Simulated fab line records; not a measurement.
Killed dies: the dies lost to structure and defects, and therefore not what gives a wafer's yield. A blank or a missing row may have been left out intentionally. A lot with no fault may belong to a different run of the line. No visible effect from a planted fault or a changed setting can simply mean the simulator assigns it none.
A lot that was struck, set against a sound lot | flow n5-finfet | 15 steps out of a route of 1938
Sound: the wafers L497.2, L497.4, L497.6. Wafers struck: L501.4, L501.5, L501.6. Last of all comes the cause.
For every step that has rows: the tool of each side, followed by ch and its chambers, followed by its first start. Under that, the readings that differ: sound wafers | struck wafers | difference of the means | sigmas: that difference in standard deviations of wafers without a fault.
alike: readings whose means differ by less than 2 such deviations, and words and numbers that are the same on both sides. not compared: withheld readings, readings that some wafer has no value for, bounds like >300 that may hide the same value, and numbers for which the record gives no deviation and whose values overlap.
The two part at a step that has a row with sigmas, a row that says differs or no value, or rows on one side only. Non-overlapping numbers with no deviation appear without sigmas and do not part them. Lack of a reading on every wafer of one side parts them only where that side has two or more wafers.

first, 8 steps without rows for these wafers: N5_BEOL_M1_COAT_68 (time 60 s, resist thk 12 nm); N5_BEOL_M1_COAT_76 (time 60 s, resist thk 5 nm); N5_BEOL_M1_COAT_22 (resist thk 30 nm); N5_BEOL_M1_EBR_24; N5_BEOL_M1_SOFTBAKE_23 (time 60 s); N5_BEOL_M1_EXPOSE_25 (exposes mask V0, defocus 5 nm, target cd 24 nm); N5_BEOL_M1_PEB_26 (peb time 60 s); N5_BEOL_M1_DEVELOP_27 (develop time 30 s).
N5_BEOL_M1_CD_MEAS_28: target cd y 23.3 nm.
  sound on cd-sem-03 ch 0, day 6 02:17; struck on cd-sem-03 ch 0, day 7 02:02
  alike: cd-nm
N5_BEOL_M1_OVL_MEAS_29:
  sound on overlay-02 ch 0, day 6 02:19; struck on overlay-02 ch 0, day 7 02:04
  alike: V0_OVL
N5_BEOL_M1_INSPECT_30: inspects for defects (brightfield).
  struck on defect-inspect-02, day 7 02:07; sound on defect-inspect-01, day 6 02:22
  alike: raw-defect-count
N5_BEOL_M1_DESCUM_33: chemistry O2, time 7 s.
  sound on rie-diel-05 ch 0,3, day 6 02:24; struck on rie-diel-05 ch 1,2, day 7 02:09
  alike: drypump-motor-current-A, oes-product-au, rf-vpp-V, showerhead-plenum-p-Torr, throttle-valve-pct
  not compared: rf-hours-counter-h
N5_BEOL_M1_ETCH_77: etches underlayer in N2/H2, target depth 6.5 nm, time 5.2 s.
  sound on rie-diel-05 ch 0,3, day 6 02:26; struck on rie-diel-05 ch 1,2, day 7 02:11
  reading               | sound             | struck            | difference | sigmas
  etch-rf-on-time-s (s) | 5.24 5.30 5.22    | 6.53 6.51 6.45    | +1.24      | +14
  rf-fwd-power-W (W)    | 822.6 822.8 823.8 | 615.3 617.3 621.0 | -205.2     | -79
  rf-vpp-V (V)          | 518.4 525.1 518.8 | 577.2 576.8 571.2 | +54.3      | +19
  alike: drypump-motor-current-A, oes-product-au, showerhead-plenum-p-Torr, throttle-valve-pct
  not compared: rf-hours-counter-h
N5_BEOL_M1_ETCH_69: etches SiARC in CF4, target depth 15.6 nm, time 26 s.
  sound on rie-diel-05 ch 0,3, day 6 02:27; struck on rie-diel-05 ch 1,2, day 7 02:12
  alike: drypump-motor-current-A, etch-rf-on-time-s, oes-product-au, rf-fwd-power-W, rf-vpp-V, showerhead-plenum-p-Torr, throttle-valve-pct
  not compared: rf-hours-counter-h
N5_BEOL_M4_RC_MEAS_101:
  sound on prober-01 ch 0, day 7 14:14; struck on prober-01 ch 0, day 8 21:28
  alike: DIBL_N, DIBL_P, IOFF_N, IOFF_P, ION_N, ION_P, SS_N, SS_P, VT_N, VT_P

== WHERE THEY PART ==
N5_BEOL_M1_ETCH_77 only, going by this record. Later steps at which nothing parts them and some readings are alike: N5_BEOL_M1_ETCH_69, N5_BEOL_M4_RC_MEAS_101.

WHY: what the simulator had put in
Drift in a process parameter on rie-diel-05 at N5_BEOL_M1_ETCH_77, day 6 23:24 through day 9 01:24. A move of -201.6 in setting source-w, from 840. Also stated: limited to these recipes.
